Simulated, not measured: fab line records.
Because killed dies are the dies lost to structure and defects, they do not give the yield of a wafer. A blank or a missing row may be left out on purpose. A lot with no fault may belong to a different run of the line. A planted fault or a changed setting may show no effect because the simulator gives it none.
What tool caused it? | flow n5-finfet | Sampling: 10 lots, 30 wafers, 5 of 1938 route steps

== WHAT THE GAUGES SHOWED, per wafer ==
N5_BEOL_M4_RC_MEAS_101. Usual: DIBL_N 37.5 mV/V, standard deviation 1.9; DIBL_P 37.3 mV/V, standard deviation 2.4; IOFF_N 0.18 nA/um, standard deviation 0.038; IOFF_P 0.23 nA/um, standard deviation 0.045; ION_N 677 uA/um, standard deviation 11; ION_P 464 uA/um, standard deviation 8.1; SS_N 72.0 mV/dec, standard deviation 0.68; SS_P 73.5 mV/dec, standard deviation 0.77; VT_N 249 mV, standard deviation 3.3; VT_P -249 mV, standard deviation 3.6.
lot  | measured     | on        | DIBL_N (mV/V)  | DIBL_P (mV/V)  | IOFF_N (nA/um) | IOFF_P (nA/um) | ION_N (uA/um) | ION_P (uA/um) | SS_N (mV/dec)  | SS_P (mV/dec)  | VT_N (mV)   | VT_P (mV)      | flag
L964 | day 7 19:20  | prober-01 | 38.4 36.5 39.9 | 37.3 36.1 39.5 | 0.22 0.17 0.24 | 0.24 0.21 0.27 | 688 667 679   | 468 460 461   | 72.3 71.8 72.8 | 74.0 73.1 74.7 | 242 248 245 | -247 -253 -247 |
L963 | day 8 00:23  | prober-02 | 38.1 40.4 37.6 | 37.5 40.1 36.8 | 0.18 0.23 0.17 | 0.20 0.24 0.19 | 672 687 665   | 449 465 451   | 72.3 73.4 71.6 | 73.7 73.7 73.8 | 250 248 252 | -251 -249 -254 |
L965 | day 8 15:20  | prober-01 | 34.8 39.1 35.7 | 37.3 44.5 37.7 | 0.18 0.26 0.18 | 0.20 0.34 0.20 | 683 693 677   | 465 472 460   | 72.7 73.3 72.2 | 72.9 74.0 72.6 | 249 244 251 | -252 -242 -251 |
L966 | day 8 17:16  | prober-01 | 36.2 34.6 33.8 | 38.4 33.9 35.0 | 0.18 0.15 0.13 | 0.24 0.17 0.18 | 671 667 657   | 468 461 457   | 72.0 72.0 71.6 | 73.2 72.3 72.8 | 251 252 252 | -247 -251 -252 |
L967 | day 8 20:15  | prober-02 | 35.6 39.6 39.7 | 35.8 39.9 39.8 | 0.12 0.19 0.20 | 0.18 0.25 0.24 | 663 674 679   | 458 467 464   | 71.6 72.5 72.7 | 72.7 74.1 74.1 | 257 251 249 | -254 -246 -252 |
L970 | day 9 20:13  | prober-01 | 35.6 38.9 38.5 | 35.0 37.3 36.6 | 0.16 0.21 0.21 | 0.25 0.29 0.26 | 682 692 687   | 478 481 469   | 71.4 71.5 72.3 | 74.2 74.3 74.1 | 247 248 248 | -246 -244 -245 |
L974 | day 10 11:45 | prober-01 | 39.4 36.1 38.8 | 38.0 34.1 37.5 | 0.21 0.14 0.20 | 0.29 0.19 0.28 | 681 677 687   | 470 456 474   | 72.4 71.5 72.0 | 73.7 72.6 73.6 | 246 254 248 | -244 -249 -244 |
L979 | day 12 09:42 | prober-01 | 38.6 42.1 40.1 | 38.3 41.9 38.9 | 0.18 0.27 0.22 | 0.26 0.32 0.26 | 678 703 697   | 468 473 474   | 72.4 73.1 73.2 | 74.2 75.1 74.1 | 246 244 247 | -246 -243 -249 |
L981 | day 13 02:58 | prober-02 | 40.4 34.6 39.7 | 40.5 33.0 38.5 | 0.23 0.11 0.23 | 0.27 0.16 0.24 | 687 658 690   | 463 459 463   | 72.3 71.4 72.9 | 74.8 72.1 74.0 | 244 257 244 | -250 -255 -246 |
L984 | day 13 10:32 | prober-01 | 35.9 34.5 38.4 | 35.1 32.9 39.1 | 0.15 0.13 0.22 | 0.20 0.17 0.30 | 672 650 701   | 460 450 482   | 72.0 71.4 72.4 | 74.0 72.2 73.5 | 250 253 244 | -250 -253 -243 |

N5_PASSIVATION_CD_MEAS_30: target cd 4000 nm. Usual: cd-nm reads 3999.8 nm (standard deviation 2.2).
lot  | measured     | on        | cd-nm (nm)           | flag
L964 | day 12 04:25 | cd-sem-03 | 3998.7 4001.0 3999.9 |
L963 | day 12 10:37 | cd-sem-03 | 4000.6 3998.2 3996.9 |
L965 | day 12 10:17 | cd-sem-02 | 3999.6 4000.2 4001.7 |
L966 | day 12 22:37 | cd-sem-03 | 3995.8 3998.5 3995.5 |
L967 | day 12 21:11 | cd-sem-01 | 3998.8 3998.7 3998.7 |
L970 | day 13 22:51 | cd-sem-01 | 4001.9 3998.7        |
L974 | day 14 12:13 | cd-sem-01 | 3997.8 3998.9        |
L979 | day 16 13:44 | cd-sem-02 | 4000.2 3999.3 4001.0 |
L981 | day 17 05:48 | cd-sem-03 | 4001.5 4007.2 4004.3 |
L984 | day 17 05:30 | cd-sem-03 | 3997.3 3999.5 3998.5 |

N5_PASSIVATION_INSPECT_67: inspects for defects (macro). Usual: raw-defect-count reads 2.1 (standard deviation 1.3).
lot  | measured     | on                | raw-defect-count | flag
L964 | day 12 07:32 | defect-inspect-02 | 0 4 3            |
L963 | day 12 12:25 | defect-inspect-01 | 2 4 2            |
L965 | day 12 12:34 | defect-inspect-01 | 3 1 4            |
L966 | day 13 00:26 | defect-inspect-01 | 3 0 2            |
L967 | day 12 23:10 | defect-inspect-01 | 2 2 5            |
L970 | day 14 01:02 | defect-inspect-01 | 1 1              |
L974 | day 14 14:30 | defect-inspect-02 | 3 2              |
L979 | day 16 15:56 | defect-inspect-02 | 1 1 0            |
L981 | day 17 07:37 | defect-inspect-01 | 3 2 2            |
L984 | day 17 07:17 | defect-inspect-01 | 3 3 1            |

== EACH LOT AND THE TOOL THAT RAN IT (in order: tool; ch and the chambers of the sampled wafers; start) ==
lot  | N5_BEOL_M10_VIA_ETCH_34            | N5_MIM_BOT_ETCH_ETCH_00
L964 | rie-diel-06 ch 0,3, day 10 06:37   | rie-metal-01 ch 0,1, day 11 23:29
L963 | rie-diel-06 ch 0,1,2, day 10 10:29 | rie-metal-03 ch 0, day 12 06:28
L965 | rie-diel-03 ch 1,2,3, day 10 13:19 | rie-metal-02 ch 0, day 12 06:40
L966 | rie-diel-04 ch 0,1,2, day 10 22:33 | rie-metal-02 ch 0, day 12 17:14
L967 | rie-diel-04 ch 0,2,3, day 11 04:56 | rie-metal-03 ch 0,1, day 12 17:19
L970 | rie-diel-04 ch 0,1,2, day 11 23:31 | rie-metal-02 ch 1, day 13 18:25
L974 | rie-diel-04 ch 0,1,2, day 12 15:48 | rie-metal-01 ch 0,1, day 14 09:28
L979 | rie-diel-06 ch 0,2,3, day 14 13:45 | rie-metal-02 ch 0,1, day 16 07:34
L981 | rie-diel-03 ch 0,2,3, day 15 04:41 | rie-metal-02 ch 0,1, day 16 23:28
L984 | rie-diel-04 ch 0,2, day 15 09:23   | rie-metal-03 ch 0,1, day 17 01:49
- N5_BEOL_M10_VIA_ETCH_34: etches SiCOH lowk in C4F6/O2, target depth 184.5 nm, time 69.2 s.
- N5_MIM_BOT_ETCH_ETCH_00: etches TiN in Cl2/BCl3, target depth 45.5 nm.

== AS READ BY THE TOOLS THEMSELVES (means over the sampled wafers that have a number; for cases with no such wafer, the mark the record gives instead) ==
N5_BEOL_M10_VIA_ETCH_34. Usual: C4F6_flow_sccm 10.00 sccm, standard deviation 0.032; drypump-motor-current-A 6.0 A, standard deviation 0.39; oes_o_777_au 0.79 a.u., standard deviation 0.093; oes-product-au 0.79 a.u., standard deviation 0.087; rf-vpp-V 661 V, standard deviation 22; showerhead-plenum-p-Torr 2.85 Torr, standard deviation 0.083; throttle-valve-pct 20.89 %, standard deviation 0.26.
lot  | tool        | C4F6_flow_sccm (sccm) | drypump-motor-current-A (A) | oes_o_777_au (a.u.) | oes-product-au (a.u.) | rf-vpp-V (V) | showerhead-plenum-p-Torr (Torr) | throttle-valve-pct (%) | flag
L964 | rie-diel-06 | 9.99                  | 5.9                         | 0.82                | 0.81                  | 642          | 2.95                            | 21.04                  |
L963 | rie-diel-06 | 10.01                 | 6.2                         | 0.92                | 0.90                  | 646          | 2.90                            | 20.78                  |
L965 | rie-diel-03 | 10.00                 | 5.8                         | 0.77                | 0.76                  | 669          | 2.89                            | 21.03                  |
L966 | rie-diel-04 | 10.01                 | 6.0                         | 0.73                | 0.74                  | 669          | 2.78                            | 20.74                  |
L967 | rie-diel-04 | 10.01                 | 5.9                         | 0.74                | 0.73                  | 658          | 2.78                            | 20.68                  |
L970 | rie-diel-04 | 10.00                 | 6.0                         | 0.72                | 0.69                  | 669          | 2.78                            | 20.74                  |
L974 | rie-diel-04 | 9.98                  | 6.0                         | 0.71                | 0.68                  | 669          | 2.77                            | 20.75                  |
L979 | rie-diel-06 | 10.01                 | 5.9                         | 0.82                | 0.80                  | 642          | 2.86                            | 20.99                  |
L981 | rie-diel-03 | 10.01                 | 6.0                         | 0.77                | 0.78                  | 674          | 2.86                            | 21.23                  |
L984 | rie-diel-04 | 10.00                 | 5.8                         | 0.69                | 0.70                  | 649          | 2.70                            | 20.76                  |

N5_MIM_BOT_ETCH_ETCH_00. Usual: drypump-motor-current-A 5.7 A, standard deviation 0.44; oes-product-au 0.86 a.u., standard deviation 0.097; throttle-valve-pct 21.9 %, standard deviation 0.33.
lot  | tool         | drypump-motor-current-A (A) | oes-product-au (a.u.) | throttle-valve-pct (%) | flag
L964 | rie-metal-01 | 5.4                         | 0.95                  | 22.0                   |
L963 | rie-metal-03 | 6.3                         | 0.80                  | 22.2                   |
L965 | rie-metal-02 | 6.0                         | 0.62                  | 22.2                   |
L966 | rie-metal-02 | 5.9                         | 0.62                  | 22.2                   |
L967 | rie-metal-03 | 6.0                         | 0.80                  | 22.0                   |
L970 | rie-metal-02 | 5.8                         | 0.99                  | 21.8                   |
L974 | rie-metal-01 | 5.3                         | 0.89                  | 22.1                   |
L979 | rie-metal-02 | 5.9                         | 0.93                  | 21.7                   |
L981 | rie-metal-02 | 5.8                         | 0.92                  | 21.7                   |
L984 | rie-metal-03 | 5.6                         | 0.77                  | 21.8                   |

== THE ANSWER, worked out from the rows above alone ==
Rule: lot off if the mean of its wafers having a number is beyond 3 standard deviations from the usual mean. Also off: a lot with no number at a reading for which 4 or more lots have one. Any other lot the step has rows for is counted as sound. The gauges are gone through in route order, then the tools' own readings, and for those a lot's mean is taken as printed above. The first step at which some lot is off is used, and at that step the reading that is off furthest; a lot without a number counts as furthest.
No lot is off on any of the readings shown, so nothing can be concluded from this.

== WHAT THE SIMULATOR PUT IN ==
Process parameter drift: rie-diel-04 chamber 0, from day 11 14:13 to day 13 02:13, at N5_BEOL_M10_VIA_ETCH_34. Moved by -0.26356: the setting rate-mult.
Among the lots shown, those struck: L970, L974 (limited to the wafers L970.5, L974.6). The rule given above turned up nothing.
